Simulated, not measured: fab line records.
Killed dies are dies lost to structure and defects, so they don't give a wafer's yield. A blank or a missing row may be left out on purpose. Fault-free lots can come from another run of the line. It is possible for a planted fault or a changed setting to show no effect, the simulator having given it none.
Comparing a struck lot with a sound one | flow n5Finfet | 14 steps out of a route of 1938
Sound: wafers L293.1, L293.4, L293.6. Wafers L290.2, L290.5, L290.6 were the ones struck. The cause comes at the end.
Per side, at each step with rows, come the tool, then ch with its chambers, and then its first start. Under that, the readings that differ: sound wafers | struck wafers | difference of the means | sigmas: that difference in standard deviations of wafers without a fault.
alike: same words and numbers on both sides, and readings whose means sit less than 2 such deviations apart. not compared: any withheld reading, any reading some wafer has no value for, any bound like >300 that may hide the same value, and any number with overlapping values for which the record gives no deviation.
A row with sigmas, a row that says differs or no value, or rows on one side alone: a step with any of these is where the two part. Numbers that have no deviation but don't overlap get no sigmas and don't part them. A reading missing from all wafers of one side parts the sides only when that side holds two or more wafers.

N5_BEOL_M10_RS_MEAS_57: measurement is done with a four-point probe.
  sound on filmMetro-01 at day 14 23:20; struck on filmMetro-02 at day 13 12:27
  alike: M10_RS
N5_BEOL_M10_INSPECT_58: inspects for defects (darkfield).
  sound on defectInspect-02 at day 14 23:22; struck on defectInspect-02 at day 13 12:28
  alike: rawDefectCount
N5_BEOL_M11_ILD_DEP_00: deposits SiCOH lowk from DEMS/porogen, target thk 308.51 nm, time 58 s.
  sound on pecvd-03 ch 0,2, day 14 23:24; struck on pecvd-02 ch 1,2, day 13 12:31
  alike: heaterPowerW, showerheadPlenumPTorr, throttleValvePct
N5_BEOL_M11_CURE_71: cures SiCOH lowk, time 240 s.
  sound on uvCure-03 ch 1, day 14 23:29; struck on uvCure-03 ch 2, day 13 12:58
  alike: lampPowerPct, wafer_temp_C_max
N5_BEOL_M11_THK_MEAS_01:
  sound on filmMetro-02 at day 15 00:00; struck on filmMetro-02 at day 13 13:24
  alike: M11_ILD_THK
N5_BEOL_M11_PECVD_70: deposits SiO2 from TEOS/O2, target thk 20 nm, time 22.7 s.
  sound on pecvd-01 ch 0,1,2, day 15 00:02; struck on pecvd-02 ch 0,2, day 13 13:26
  alike: heaterPowerW, showerheadPlenumPTorr, throttleValvePct
N5_BEOL_M11_HM_DEP_02: deposits TiN, target thk 20 nm.
  sound on pvdSputter-01 at day 15 00:57; struck on pvdSputter-03 at day 13 13:35
  alike: chamberPressurePa, substrateTempC, throttleValvePct
then, 5 steps without rows for these wafers: N5_BEOL_M11_COAT_59 (time 60 s, resist thk 100 nm); N5_BEOL_M11_COAT_60 (time 60 s, resist thk 30 nm); N5_BEOL_M11_COAT_05 (resist thk 90 nm); N5_BEOL_M11_EBR_07; N5_BEOL_M11_SOFTBAKE_06 (time 60 s).
N5_BEOL_M11_EXPOSE_08: exposes mask M11.
  struck on arfiScanner-03, day 13 13:58; sound on arfiScanner-02 ch 0, day 15 01:20
  no value came back on the struck wafers for dipoleOpeningDeg (degrees), exposureDoseMJCm2, sigmaInner; on the sound wafers dipoleOpeningDeg (degrees) reads 40 40 40
  alike: mask
then, 1 step without rows for these wafers: N5_BEOL_M11_PEB_09 (peb time 60 s).

WHERE THEY PART
N5_BEOL_M11_EXPOSE_08 only, going by this record.

WHY: what had been put in by the simulator
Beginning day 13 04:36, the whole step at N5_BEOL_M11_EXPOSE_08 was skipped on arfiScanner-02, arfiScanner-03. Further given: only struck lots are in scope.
